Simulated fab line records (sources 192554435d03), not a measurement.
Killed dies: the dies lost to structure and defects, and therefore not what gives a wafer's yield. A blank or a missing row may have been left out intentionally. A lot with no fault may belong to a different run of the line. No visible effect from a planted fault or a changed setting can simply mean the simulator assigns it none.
Chamber matching -- flow n5-finfet -- uv-cure-01 running N5_BEOL_M11_CURE_71: 3 sister chambers
The step cures SiCOH lowk, time 240 s. 3 wafers are shown with their chamber, then 12 later ones without.

== WAFERS WITH THEIR CHAMBER ==
wafer,chamber,wafer_temp_C_max
L078.4,1,387.5
L086.6,2,386.9
L088.4,0,387.4

== WAFERS MISSING THEIR CHAMBER ==
wafer,wafer_temp_C_max
L091.3,386.7
L091.4,386.5
L091.6,386.9
L092.1,387.0
L092.2,387.6
L092.5,387.0
L096.1,386.5
L096.2,386.8
L096.6,386.9
L097.1,387.1
L097.3,389.2
L097.5,388.3

== THE CHAMBER EACH PASSED THROUGH ==
wafer,from the rows above,in truth
L091.3,can't be placed: 2 or 0 or 1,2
L091.4,can't be placed: 2 or 0 or 1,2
L091.6,can't be placed: 2 or 0 or 1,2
L092.1,can't be placed: 2 or 0 or 1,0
L092.2,can't be placed: 1 or 0 or 2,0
L092.5,can't be placed: 2 or 0 or 1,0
L096.1,can't be placed: 2 or 0 or 1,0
L096.2,can't be placed: 2 or 0 or 1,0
L096.6,can't be placed: 2 or 0 or 1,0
L097.1,can't be placed: 2 or 0 or 1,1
L097.3,can't be placed: 1 or 0 or 2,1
L097.5,can't be placed: 1 or 0 or 2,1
Correctly placed: 0 of 12. Can't be placed from these rows: 12 (the true chamber is among the candidates in 12). Placed wrongly: 0.
How it was worked out, from the rows above alone: a wafer's distance from a chamber is the root of the sum, over the readings, of the square of ((its reading less the chamber's mean) divided by the reading's scatter). If the next closest chamber is less than 2 further off than the closest, the wafer can't be placed; otherwise it belongs to the closest. Each chamber's mean is taken over the wafers shown for it. The scatter: root of mean squared gap, hidden wafer to nearest shown wafer, with one shown wafer a chamber.
